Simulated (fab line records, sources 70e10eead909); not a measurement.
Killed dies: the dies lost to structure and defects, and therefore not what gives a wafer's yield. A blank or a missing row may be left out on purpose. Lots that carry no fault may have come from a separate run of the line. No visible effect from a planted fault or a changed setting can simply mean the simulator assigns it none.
fab line records -- flow nand_harc
record: lots: 6, wafers: 18, last_day: 25
route steps=1159 shown A_CONTACT@892 END@1159
lots with no fault: from the same line, run without faults
start_h: hours from the record's first day to the start of the lot's first wafer shown -- wait_h: time in hours since the lot's previous step -- " unchanged from the row above -- L1.1+2: several wafers, shown together as one row -- - no value, or no start given -- * or withheld: withheld -- < > ~ a bound
route shown NAME@n: NAME is a module with steps in the file, n the number in the route of the first one -- usual: mean/standard deviation taken from wafers without a fault -- same: alike in all rows -- chamber/n: place in a boat -- sites: each site's reading -- _std_site: standard deviation of those values -- _edge_site: mean of outer sites minus mean of inner sites -- radius_mm: how far each site lies from the wafer's centre -- mask NAME#n: copy n -- behind: tool/chamber where the wafer was last shaped -- hold: why the lot went on hold/how many hours it stayed there/how the hold came to an end -- device: the n, p or np transistor that did not switch -- end of line: tests run on the same wafers once the route is complete -- a step with no rows: only its recipe -- killed: count of dies lost to structure and defects at first sort (not the wafer's yield) -- map: the dies of a wafer, with x for killed, . for not killed, _ for no die there
set.NAME: setting as actually run; set.NAME@STEP: the setting as run at that earlier step -- model.NAME: the simulator's own value behind a step, which no gauge read
lots at selected steps of the route; one table per step, one row per wafer
services: from which hour (start_h, from the record's first day; less than 0 if before it) a tool's chamber was out of use, for how many hours, and why
== steps ==
step: NHARC_A_CONTACT_EBR_65
step: NHARC_A_CONTACT_EXPOSE_66
recipe: na: 1.35, sigma_outer: 0.8, dose_mj: 59.02, mask_id: A_CC_2
step: NHARC_A_CONTACT_PEB_67
recipe: peb_temp_c: 100, peb_time_s: 65
step: NHARC_A_CONTACT_DEVELOP_68
recipe: develop_time_s: 35, dev_temp_c: 23
step: NHARC_A_CONTACT_CD_MEAS_69
recipe: target_cd_nm: 200, landing_energy_ev: 500
usual: cd_nm: 200.1/0.56
lot.wafer,tool,chamber,start_h,wait_h,cd_nm
L476.4,cd_sem-03,0,377.02,-,200.0
L476.5,cd_sem-03,0,377.02,-,200.2
L476.6,cd_sem-03,0,377.02,-,200.3
L479.2,cd_sem-02,0,385.50,-,200.0
L479.4,cd_sem-02,0,385.50,-,200.2
L479.5,cd_sem-02,0,385.50,-,199.8
L485.2,cd_sem-02,0,419.26,-,200.3
L485.5,cd_sem-02,0,419.26,-,200.3
L485.6,cd_sem-02,0,419.26,-,199.9
L486.1,cd_sem-01,0,438.22,-,200.7
L486.5,cd_sem-01,0,438.22,-,200.3
L486.6,cd_sem-01,0,438.22,-,200.1
L490.3,cd_sem-03,0,465.06,-,199.6
L490.5,cd_sem-03,0,465.06,-,199.5
L490.6,cd_sem-03,0,465.06,-,199.5
L499.3,cd_sem-02,0,518.34,-,199.7
L499.4,cd_sem-02,0,518.34,-,200.1
L499.6,cd_sem-02,0,518.34,-,199.7
step: NHARC_A_CONTACT_OVL_MEAS_70
usual: overlay_x_nm: 0.0/0.77, overlay_y_nm: 0.2/1
lot.wafer,tool,chamber,start_h,wait_h,overlay_x_nm,overlay_y_nm
L476.4,overlay-02,-,377.10,-,0.4,1.9
L476.5,overlay-02,-,377.10,-,0.6,1.7
L476.6,overlay-02,-,377.10,-,0.4,2.0
L479.2,overlay-02,-,385.60,-,0.5,2.7
L479.4,overlay-02,-,385.60,-,0.1,2.2
L479.5,overlay-02,-,385.60,-,0.1,2.7
L485.2,overlay-01,-,419.36,-,-1.5,-1.6
L485.5,overlay-01,-,419.36,-,-1.1,-1.4
L485.6,overlay-01,-,419.36,-,-1.2,-1.3
L486.1,overlay-01,-,438.31,-,0.2,-0.4
L486.5,overlay-01,-,438.31,-,0.2,-1.1
L486.6,overlay-01,-,438.31,-,0.6,-0.4
L490.3,overlay-01,-,465.15,-,1.4,0.4
L490.5,overlay-01,-,465.15,-,0.9,0.9
L490.6,overlay-01,-,465.15,-,0.7,0.3
L499.3,overlay-02,-,518.42,-,-1.5,-1.2
L499.4,overlay-02,-,518.42,-,-1.5,-1.6
L499.6,overlay-02,-,518.42,-,-1.6,-1.4
step: NHARC_A_CONTACT_INSPECT_71
usual: raw_defect_count: 29/15
lot.wafer,tool,chamber,start_h,wait_h,raw_defect_count
L476.4,defect_inspect-02,-,377.14,0.0,12
L476.5,defect_inspect-02,-,377.14,0.0,12
L476.6,defect_inspect-02,-,377.14,0.0,10
L479.2,defect_inspect-01,-,385.63,0.0,29
L479.4,defect_inspect-01,-,385.63,0.0,23
L479.5,defect_inspect-01,-,385.63,0.0,33
L485.2,defect_inspect-02,-,419.40,0.0,39
L485.5,defect_inspect-02,-,419.40,0.0,43
L485.6,defect_inspect-02,-,419.40,0.0,49
L486.1,defect_inspect-01,-,438.34,0.0,35
L486.5,defect_inspect-01,-,438.34,0.0,36
L486.6,defect_inspect-01,-,438.34,0.0,29
L490.3,defect_inspect-01,-,465.18,0.0,19
L490.5,defect_inspect-01,-,465.18,0.0,11
L490.6,defect_inspect-01,-,465.18,0.0,27
L499.3,defect_inspect-01,-,518.46,0.0,15
L499.4,defect_inspect-01,-,518.46,0.0,19
L499.6,defect_inspect-01,-,518.46,0.0,22
step: NHARC_A_CONTACT_DESCUM_74
recipe: time_s: 3, o2_flow_sccm: 200, ar_flow_sccm: 0, bias_power_w: 0, chemistry: O2
step: NHARC_A_CONTACT_ETCH_75
recipe: target_depth_a: 390, over_etch_frac: 0.3, time_s: 65, ion_energy_ev: 80, cf4_flow_sccm: 150, ar_flow_sccm: 0, rf_w: 300, bias_w: 100, chemistry: CF4
step: NHARC_A_CONTACT_ETCH_76
recipe: target_depth_a: 2600, over_etch_frac: 0.3, time_s: 475.3, ion_energy_ev: 200, n2_flow_sccm: 150, h2_flow_sccm: 150, ar_flow_sccm: 0, rf_w: 400, bias_w: 150, chemistry: N2/H2
step: NHARC_A_CONTACT_ETCH_77
recipe: target_depth_a: 726, time_s: 36.3, cf4_flow_sccm: 100, chf3_flow_sccm: 30, ar_flow_sccm: 0, rf_w: 500, bias_w: 200, chemistry: CF4/CHF3
step: NHARC_A_CONTACT_ETCH_78
recipe: target_depth_a: 28000, over_etch_frac: 0.3, time_s: 728, ion_energy_ev: 150, o2_flow_sccm: 400, cos_flow_sccm: 20, ar_flow_sccm: 0, rf_w: 500, bias_w: 300, chemistry: O2/COS
usual: chamber_pressure_mTorr: 20.002/0.019, drypump_motor_current_A: 5.7/0.34, oes_product_au: 0.998/0.011, rf_vpp_V: 314.3/2.3, showerhead_plenum_p_Torr: 3.14/0.15, throttle_valve_pct: 28.330/0.0093
same: time_s: 728
lot.wafer,tool,chamber,start_h,wait_h,chamber_pressure_mTorr,drypump_motor_current_A,oes_product_au,rf_hours_counter_h,rf_vpp_V,showerhead_plenum_p_Torr,throttle_valve_pct
L476.4,rie_diel-13,3,-,-,19.970,6.1,1.003,38,311.5,2.89,28.324
L476.6,rie_diel-13,3,-,-,20.007,6.1,0.999,-,311.1,2.89,28.316
L476.5,rie_diel-13,0,-,-,19.982,5.6,0.995,-,314.4,3.10,28.344
L479.2,rie_diel-05,3,-,-,19.995,5.3,1.012,17,315.3,3.18,28.310
L479.4,rie_diel-05,0,-,-,20.015,6.3,0.991,16,315.4,3.11,28.340
L479.5,rie_diel-05,2,-,-,19.990,5.6,0.997,-,313.1,3.18,28.327
L485.2,rie_diel-13,2,-,-,20.005,5.3,1.002,45,314.8,3.20,28.316
L485.5,rie_diel-13,3,-,-,20.008,6.1,1.001,-,312.1,2.88,28.329
L485.6,rie_diel-13,0,-,-,20.026,5.6,1.003,-,313.1,3.10,28.329
L486.1,rie_diel-13,3,-,-,20.016,6.1,0.997,59,309.4,2.88,28.325
L486.6,rie_diel-13,1,-,-,20.010,5.8,0.975,-,311.4,2.89,28.328
L486.5,rie_diel-13,2,-,-,20.042,5.3,0.998,-,315.5,3.20,28.317
L490.3,rie_diel-05,2,-,-,20.003,5.7,0.993,48,314.5,3.16,28.323
L490.5,rie_diel-05,0,-,-,20.002,6.3,1.000,-,313.6,3.10,28.335
L490.6,rie_diel-05,1,-,-,20.015,5.6,0.997,-,311.4,2.96,28.322
L499.3,rie_diel-13,1,-,-,19.977,5.8,0.993,23,318.0,3.36,28.348
L499.6,rie_diel-13,1,-,-,20.034,5.8,1.004,-,317.4,3.36,28.322
L499.4,rie_diel-13,3,-,-,20.001,6.1,1.001,-,317.3,3.36,28.332
step: NHARC_A_CONTACT_ETCH_124
recipe: source_w: withheld, pressure_mtorr: 20, bias_v: withheld, time_s: 140, target_depth_a: 7000, ar_flow_sccm: withheld, c4f8_flow_sccm: withheld, o2_flow_sccm: withheld, chemistry: C4F8/O2/Ar
usual: chamber_pressure_mTorr: 20.001/0.018
same: time_s: 140
lot.wafer,tool,chamber,start_h,wait_h,chamber_pressure_mTorr,rf_hours_counter_h
L476.4,har_cap_etch-01,1,378.63,-,19.976,-
L476.5,har_cap_etch-01,0,378.63,-,19.997,-
L476.6,har_cap_etch-01,1,378.63,-,20.002,-
L479.2,har_cap_etch-03,0,386.84,-,19.993,86
L479.4,har_cap_etch-03,1,386.84,-,19.987,-
L479.5,har_cap_etch-03,1,386.84,-,20.015,-
L485.2,har_cap_etch-03,0,420.58,-,19.989,91
L485.5,har_cap_etch-03,0,420.58,-,20.037,-
L485.6,har_cap_etch-03,1,420.58,-,20.004,-
L486.1,har_cap_etch-03,0,439.67,-,19.988,94
L486.6,har_cap_etch-03,1,439.67,-,20.007,-
L486.5,har_cap_etch-03,0,439.67,-,19.977,-
L490.3,har_cap_etch-01,0,466.64,-,19.987,-
L490.5,har_cap_etch-01,1,466.64,-,19.991,-
L490.6,har_cap_etch-01,0,466.64,-,20.014,-
L499.3,har_cap_etch-03,1,520.21,-,20.017,-
L499.4,har_cap_etch-03,0,520.21,-,20.003,-
L499.6,har_cap_etch-03,0,520.21,-,20.006,-
step: NHARC_A_CONTACT_ETCH_125
recipe: source_w: withheld, pressure_mtorr: 20, bias_v: 1200, time_s: 155, target_depth_a: 9560, ar_flow_sccm: withheld, c4f8_flow_sccm: withheld, o2_flow_sccm: withheld, chemistry: C4F8/O2/Ar
step: NHARC_A_CONTACT_ETCH_126
recipe: source_w: withheld, pressure_mtorr: 20, bias_v: 1200, time_s: 155, target_depth_a: 9560, ar_flow_sccm: withheld, c4f8_flow_sccm: withheld, o2_flow_sccm: withheld, chemistry: C4F8/O2/Ar
step: NHARC_A_CONTACT_ETCH_127
recipe: source_w: withheld, pressure_mtorr: 20, bias_v: 1200, time_s: 155, target_depth_a: 9560, ar_flow_sccm: withheld, c4f8_flow_sccm: withheld, o2_flow_sccm: withheld, chemistry: C4F8/O2/Ar
step: NHARC_A_CONTACT_ETCH_128
recipe: source_w: withheld, pressure_mtorr: 20, bias_v: 1200, time_s: 155, target_depth_a: 9560, ar_flow_sccm: withheld, c4f8_flow_sccm: withheld, o2_flow_sccm: withheld, chemistry: C4F8/O2/Ar
step: NHARC_A_CONTACT_ETCH_129
recipe: source_w: withheld, pressure_mtorr: 20, bias_v: 1200, time_s: 155, target_depth_a: 9560, ar_flow_sccm: withheld, c4f8_flow_sccm: withheld, o2_flow_sccm: withheld, chemistry: C4F8/O2/Ar
step: NHARC_A_CONTACT_ETCH_130
recipe: source_w: withheld, pressure_mtorr: 20, bias_v: 1200, time_s: 155, target_depth_a: 9560, ar_flow_sccm: withheld, c4f8_flow_sccm: withheld, o2_flow_sccm: withheld, chemistry: C4F8/O2/Ar
usual: chamber_pressure_mTorr: 19.997/0.017
same: time_s: 155
lot.wafer,tool,chamber,start_h,wait_h,chamber_pressure_mTorr,rf_hours_counter_h
L476.4,har_cap_etch-01,1,379.50,0.1,20.011,-
L476.5,har_cap_etch-01,0,379.50,0.1,19.988,-
L476.6,har_cap_etch-01,1,379.50,0.1,20.012,-
L479.2,har_cap_etch-03,0,387.75,0.1,19.991,86
L479.4,har_cap_etch-03,1,387.75,0.1,20.025,-
L479.5,har_cap_etch-03,1,387.75,0.1,20.019,-
L485.2,har_cap_etch-03,0,421.80,0.2,19.977,92
L485.5,har_cap_etch-03,0,421.80,0.2,20.009,-
L485.6,har_cap_etch-03,1,421.80,0.2,19.995,-
L486.1,har_cap_etch-03,0,440.56,0.1,19.981,95
L486.6,har_cap_etch-03,1,440.56,0.1,20.016,-
L486.5,har_cap_etch-03,0,440.56,0.1,19.998,-
L490.3,har_cap_etch-01,0,467.52,0.1,20.027,-
L490.5,har_cap_etch-01,1,467.52,0.1,20.012,-
L490.6,har_cap_etch-01,0,467.52,0.1,19.977,-
L499.3,har_cap_etch-03,1,521.10,0.1,20.007,-
L499.4,har_cap_etch-03,0,521.10,0.1,19.984,-
L499.6,har_cap_etch-03,0,521.10,0.1,19.967,-
step: NHARC_A_CONTACT_ETCH_131
recipe: source_w: withheld, pressure_mtorr: 20, bias_v: 1200, time_s: 155, target_depth_a: 9560, ar_flow_sccm: withheld, c4f8_flow_sccm: withheld, o2_flow_sccm: withheld, chemistry: C4F8/O2/Ar
step: NHARC_A_CONTACT_ETCH_132
recipe: source_w: withheld, pressure_mtorr: 20, bias_v: 1200, time_s: 156, target_depth_a: 9580, ar_flow_sccm: withheld, c4f8_flow_sccm: withheld, o2_flow_sccm: withheld, chemistry: C4F8/O2/Ar
usual: chamber_pressure_mTorr: 20.000/0.019
same: time_s: 156
lot.wafer,tool,chamber,start_h,wait_h,chamber_pressure_mTorr,rf_hours_counter_h
L476.4,har_cap_etch-01,1,379.79,0.1,20.035,-
L476.5,har_cap_etch-01,0,379.79,0.1,20.004,-
L476.6,har_cap_etch-01,1,379.79,0.1,20.015,-
L479.2,har_cap_etch-03,0,388.04,0.1,19.988,87
L479.4,har_cap_etch-03,1,388.04,0.1,19.968,-
L479.5,har_cap_etch-03,1,388.04,0.1,20.014,-
L485.2,har_cap_etch-03,0,422.17,0.2,19.982,92
L485.5,har_cap_etch-03,0,422.17,0.2,19.994,-
L485.6,har_cap_etch-03,1,422.17,0.2,20.019,-
L486.1,har_cap_etch-03,0,440.85,0.1,20.006,95
L486.6,har_cap_etch-03,1,440.85,0.1,20.018,-
L486.5,har_cap_etch-03,0,440.85,0.1,20.004,-
L490.3,har_cap_etch-01,0,467.80,0.1,20.006,-
L490.5,har_cap_etch-01,1,467.80,0.1,19.996,-
L490.6,har_cap_etch-01,0,467.80,0.1,19.998,-
L499.3,har_cap_etch-03,1,521.38,0.1,19.990,-
L499.4,har_cap_etch-03,0,521.38,0.1,20.018,-
L499.6,har_cap_etch-03,0,521.38,0.1,20.018,-
step: NHARC_A_CONTACT_ETCH_133
recipe: source_w: withheld, pressure_mtorr: 20, bias_v: 400, time_s: 195, target_depth_a: 8400, ar_flow_sccm: withheld, c4f8_flow_sccm: 11.5, o2_flow_sccm: 7.2, chemistry: C4F8/O2/Ar
step: NHARC_A_CONTACT_ETCH_91
recipe: target_depth_a: 400, over_etch_frac: 0.5, time_s: 85.7, ion_energy_ev: 120, ch3f_flow_sccm: 50, o2_flow_sccm: 30, ar_flow_sccm: 200, rf_w: 500, bias_w: 100, chemistry: CH3F/O2
usual: chamber_pressure_mTorr: 24.998/0.023, drypump_motor_current_A: 5.7/0.37, oes_product_au: 0.933/0.027, rf_vpp_V: 244.5/2, showerhead_plenum_p_Torr: 2.47/0.13, throttle_valve_pct: 20.664/0.0093
same: time_s: 85.7
lot.wafer,tool,chamber,start_h,wait_h,chamber_pressure_mTorr,drypump_motor_current_A,oes_product_au,rf_hours_counter_h,rf_vpp_V,showerhead_plenum_p_Torr,throttle_valve_pct
L476.4,rie_diel-13,1,380.45,0.4,24.994,5.8,0.918,39,241.2,2.28,20.670
L476.6,rie_diel-13,3,380.45,0.4,24.998,6.1,0.915,-,240.7,2.27,20.662
L476.5,rie_diel-13,0,380.45,0.4,24.929,5.6,0.918,-,244.0,2.44,20.683
L479.2,rie_diel-03,2,388.74,0.5,24.990,5.7,0.921,31,246.6,2.60,20.663
L479.4,rie_diel-03,3,388.74,0.5,25.021,5.2,0.938,30,242.2,2.27,20.663
L479.5,rie_diel-03,2,388.74,0.5,24.971,5.7,0.921,-,245.9,2.60,20.672
L485.2,rie_diel-03,3,423.04,0.6,25.021,5.3,0.918,4,247.3,2.66,20.649
L485.6,rie_diel-03,2,423.04,0.6,25.009,5.7,0.919,-,246.7,2.60,20.662
L485.5,rie_diel-03,3,423.04,0.6,24.989,5.3,0.921,-,247.4,2.66,20.674
L486.1,rie_diel-05,3,441.53,0.5,25.004,5.3,0.933,37,244.5,2.49,20.665
L486.6,rie_diel-05,3,441.53,0.5,24.996,5.3,0.942,-,245.9,2.49,20.675
L486.5,rie_diel-05,0,441.53,0.5,25.042,6.3,0.927,-,243.7,2.44,20.670
L490.3,rie_diel-05,3,468.50,0.4,25.013,5.3,0.936,48,243.9,2.49,20.661
L490.6,rie_diel-05,0,468.50,0.4,25.018,6.3,0.924,-,245.6,2.44,20.658
L490.5,rie_diel-05,1,468.50,0.4,24.969,5.6,0.926,-,242.1,2.33,20.655
L499.4,rie_diel-03,3,522.06,0.4,24.997,5.3,1.006,23,247.1,2.65,20.666
L499.3,rie_diel-03,0,522.06,0.4,24.992,5.5,0.993,19,245.3,2.45,20.670
L499.6,rie_diel-03,3,522.06,0.4,24.992,5.2,0.995,-,247.6,2.65,20.675
step: NHARC_A_CONTACT_ETCH_97
recipe: target_depth_a: 200, over_etch_frac: 0.5, time_s: 10, ion_energy_ev: 250, c4f6_flow_sccm: 25, o2_flow_sccm: 20, ar_flow_sccm: 500, rf_w: 600, bias_w: 500, chemistry: C4F6/O2
step: NHARC_A_CONTACT_CD_MEAS_80
usual: cd_nm: 189.4/0.82
lot.wafer,tool,chamber,start_h,wait_h,cd_nm
L476.4,cd_sem-02,-,380.67,-,190.6
L476.5,cd_sem-02,-,380.67,-,190.1
L476.6,cd_sem-02,-,380.67,-,191.0
L479.2,cd_sem-02,-,388.96,-,189.1
L479.4,cd_sem-02,-,388.96,-,190.2
L479.5,cd_sem-02,-,388.96,-,189.3
L485.2,cd_sem-01,-,423.25,-,189.9
L485.5,cd_sem-01,-,423.25,-,189.6
L485.6,cd_sem-01,-,423.25,-,190.1
L486.1,cd_sem-01,-,441.74,-,190.6
L486.5,cd_sem-01,-,441.74,-,189.7
L486.6,cd_sem-01,-,441.74,-,190.8
L490.3,cd_sem-01,-,468.68,-,190.1
L490.5,cd_sem-01,-,468.68,-,189.5
L490.6,cd_sem-01,-,468.68,-,189.5
L499.3,cd_sem-02,-,522.27,-,189.8
L499.4,cd_sem-02,-,522.27,-,189.8
L499.6,cd_sem-02,-,522.27,-,190.3
step: NHARC_A_CONTACT_STRIP_103
recipe: n2_flow_sccm: 150, h2_flow_sccm: 150, ar_flow_sccm: 0, bias_w: 0, chemistry: N2/H2
step: NHARC_A_CONTACT_STRIP_104
recipe: cf4_flow_sccm: 100, chf3_flow_sccm: 30, ar_flow_sccm: 0, bias_w: 0, chemistry: CF4/CHF3
step: NHARC_A_CONTACT_STRIP_105
recipe: o2_flow_sccm: 400, cos_flow_sccm: 20, ar_flow_sccm: 0, bias_w: 0, chemistry: O2/COS
step: NHARC_A_CONTACT_ETCH_106
recipe: target_depth_a: 600, overetch_a: 60, time_s: 33, ion_energy_ev: 100, cf4_flow_sccm: 80, o2_flow_sccm: 20, ar_flow_sccm: 0, rf_w: 300, bias_w: 100, chemistry: CF4/O2
step: NHARC_A_CONTACT_STRIP_82
recipe: o2_flow_sccm: 500, ar_flow_sccm: 0, bias_w: 0, chemistry: O2
step: NHARC_A_CONTACT_STRIP_83
recipe: time_s: 600, temp_c: 30, chemistry: post_etch_residue_remover
step: NHARC_A_CONTACT_DEP_84
recipe: target_thk_a: 20000, temp_c: 400, material: aC
usual: throttle_valve_pct: 35.000/0.01
lot.wafer,tool,chamber,start_h,wait_h,throttle_valve_pct
L476.4,acl_dep-02,0,382.89,-,35.003
L476.5,acl_dep-02,0,382.89,-,34.992
L476.6,acl_dep-02,0,382.89,-,34.998
L479.2,acl_dep-03,0,391.27,-,35.013
L479.4,acl_dep-03,0,391.27,-,35.011
L479.5,acl_dep-03,0,391.27,-,34.999
L485.2,acl_dep-02,0,424.96,-,34.988
L485.5,acl_dep-02,0,424.96,-,34.988
L485.6,acl_dep-02,0,424.96,-,35.027
L486.1,acl_dep-01,0,442.70,-,34.990
L486.5,acl_dep-01,0,442.70,-,34.988
L486.6,acl_dep-01,0,442.70,-,35.003
L490.3,acl_dep-03,0,470.13,-,35.012
L490.5,acl_dep-03,0,470.13,-,34.996
L490.6,acl_dep-03,0,470.13,-,34.995
L499.3,acl_dep-02,0,524.80,-,35.030
L499.4,acl_dep-02,0,524.80,-,35.005
L499.6,acl_dep-02,0,524.80,-,35.009
step: NHARC_A_CONTACT_DEP_85
recipe: target_thk_a: 500, target_thk_nm: 50, temp_c: 400, pressure_torr: 3.5, flow_sccm: 200, rf_w: 350, material: SiON
step: NHARC_A_CONTACT_DEHYDRATE_00
recipe: temp_c: 150, time_s: 120
step: NHARC_A_CONTACT_HMDS_01
recipe: time_s: 30
step: NHARC_A_CONTACT_COAT_86
recipe: temp_c: 260, time_s: 75
step: NHARC_A_CONTACT_COAT_87
recipe: temp_c: 225, time_s: 65
step: NHARC_A_CONTACT_COAT_02
recipe: spin_rpm: 1500, resist_thk_nm: 90
step: NHARC_A_CONTACT_SOFTBAKE_03
recipe: temp_c: 105, time_s: 55
step: NHARC_A_CONTACT_EBR_04
step: NHARC_A_CONTACT_EXPOSE_05
recipe: na: 1.35, sigma_outer: 0.8, dose_mj: 84.24, mask_id: A_CC
step: NHARC_A_CONTACT_PEB_06
recipe: peb_temp_c: 100, peb_time_s: 65
step: NHARC_END_SORT_01
recipe: temp_c: 25
usual: killed_at_array: 25/9.2, killed_at_other: 0.9/1.3, killed_at_periphery: 3.3/2.3, killed_dies: 29/9.6, killed_open: 3.2/1.8, killed_short: 2/1.4
same: gross_dies: 677
lot.wafer,tool,chamber,start_h,wait_h,killed_at_array,killed_at_other,killed_at_periphery,killed_dies,killed_open,killed_short
L485.2,prober-02,0,478.93,2.8,118,3,2,123,6,1
L485.5,prober-02,0,481.31,3.7,124,1,4,129,2,1
L486.1,prober-02,0,497.85,2.5,124,3,5,132,3,2
L486.5,prober-02,0,500.99,3.6,116,3,2,121,1,1
killed by level:class
L485.2 A_CONTACT:unspecified=93 A_CHANNEL_HOLE_D1:chamber_film_flake=7 A_SLIT:chamber_film_flake=5 A_M0:geometric_particle:open=3 THIN_TSV:chamber_film_flake=3 A_STAIRCASE:chamber_film_flake=2 A_M0:chamber_film_flake=2 P_CONTACT:geometric_particle:open=1
L485.5 A_CONTACT:unspecified=94 A_CHANNEL_HOLE_D1:chamber_film_flake=11 A_SLIT:chamber_film_flake=6 A_M0:chamber_film_flake=5 P_ZERO_WELL:chamber_film_flake=4 A_WL_FILL:chamber_film_flake=2 A_ONON_D1:geometric_particle:open=1 A_WL_FILL:geometric_particle:short=1
L486.1 A_CONTACT:unspecified=92 A_CHANNEL_HOLE_D1:chamber_film_flake=20 A_CONTACT:chamber_film_flake=3 A_STAIRCASE:chamber_film_flake=3 THIN_TSV:chamber_film_flake=3 P_BONDPAD:chamber_film_flake=2 A_SGD_CUT:chamber_film_flake=2 P_M0:geometric_particle:short=1
L486.5 A_CONTACT:unspecified=96 A_CHANNEL_HOLE_D1:chamber_film_flake=11 A_STAIRCASE:chamber_film_flake=5 THIN_TSV:chamber_film_flake=3 A_SGD_CUT:chamber_film_flake=3 P_M1:geometric_particle:open=1 A_CONTACT:geometric_particle:short=1 P_ZERO_WELL:chamber_film_flake=1
map L485.5 (x killed, . not)
____________.____________
_________......._________
_______......x...x_______
______........x.xxx______
_____.......x.xxxxx._____
____........x.xxxxxx.____
____.........xxxxxxxx____
___.........xxxxxxxx..___
___.........xxxxxxxxx.___
__..........xxxxxxxxx..__
__..........xxxxxxxxx..__
_............xxxxxxxxx.._
_..........x..xxxxxxx..._
_..x.........xxxxxxxx..._
_.......x.....xxxxxx...._
_x............x.x.x....._
.............x...........
.........................
.........................
.........................
.........................
_......................._
_....x.x................_
_...............xx......_
_......................._
_......x................_
__.........x...........__
__.......x.............__
___...xx..............___
___....x..............___
____.xx....x.....xx..____
____....xx...........____
_____xxx...x........_____
______.x.....x.....______
_______xx..x..x..._______
_________.x....._________
____________x____________
map L486.1 (x killed, . not)
____________.____________
_________......._________
_______..........._______
______.......xxxxx.______
_____..........xxxxx_____
____.........xxxxxxx.____
____......x.xxxxxxxxx____
___........xxxxxxxxxx.___
___..........xxxxxxxx.___
__.........xxxxxxxxxxx.__
__..........xxxxxxxxx..__
_...........xxxxxxxx..x._
_............xxxxxxxx..._
_............xxxxxx....._
_....xx......x.xxx......_
_..............x.x..xx.._
...x..............x......
..................x......
.........................
.....x...................
.........................
_.......x............x.._
_x......................_
_.................x....._
_.........x............._
_.x........x............_
__.....................__
__.x......x............__
___x.............x....___
___..........x..x.....___
____.........xx.x....____
____.......xxx..x....____
_____.......xx..x..._____
______.....xx.x.x.x______
_______......x...._______
_________.....x._________
____________.____________
== services ==
tool,chamber,start_h,hours,kind
rie_diel-13,0,358.73,-,clean
rie_diel-13,1,358.73,-,clean
rie_diel-13,2,358.73,-,clean
rie_diel-13,3,358.73,-,clean
rie_diel-13,0,383.25,-,clean
rie_diel-13,1,383.25,-,clean
rie_diel-13,2,383.25,-,clean
rie_diel-13,3,383.25,-,clean
rie_diel-03,-,392.30,9.0,pm
rie_diel-13,2,402.42,2.0,repair
acl_dep-03,-,406.00,13.0,pm
rie_diel-13,0,407.75,-,clean
rie_diel-13,1,407.75,-,clean
rie_diel-13,2,407.75,-,clean
rie_diel-13,3,407.75,-,clean
rie_diel-13,-,417.30,0.8,repair
rie_diel-13,0,432.25,-,clean
rie_diel-13,1,432.25,-,clean
rie_diel-13,-,453.19,9.0,pm
acl_dep-01,-,477.99,13.0,pm
har_cap_etch-03,-,496.44,0.7,repair
rie_diel-03,0,507.85,12.3,repair
rie_diel-13,0,517.28,4.2,repair
rie_diel-05,-,517.68,9.0,pm
== key ==
first_sign: step: NHARC_END_SORT_01, reading: killed_at_array, direction: up, sigmas: 10, usual: 25, struck: 120
effect: step: NHARC_END_SORT_01, reading: killed_dies, direction: up, sigmas: 10, usual: 29, struck: 126
more_kills_born_at: NHARC_A_CONTACT_ETCH_124@har_cap_etch-03: 367
met_at NHARC_A_CONTACT_ETCH_124
struck_wafers L485.2,L485.5,L486.1,L486.5
tester_left_out L485,L486
onset_between 386.84 420.58
fault: kind: chamber_particle_source, tool: har_cap_etch-03, chamber: 0, onset_h: 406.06, steps: NHARC_A_CONTACT_ETCH_124, rate_per_visit_cm2: 1.5844, end_h: 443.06
tester_left_out: of these lots the tester's yield and bins aren't shown, on N5 and GAA mostly nor the transistor test; their killed dies are dies lost to structure and defects alone, not to doping, threshold or leakage, so they don't give the yield
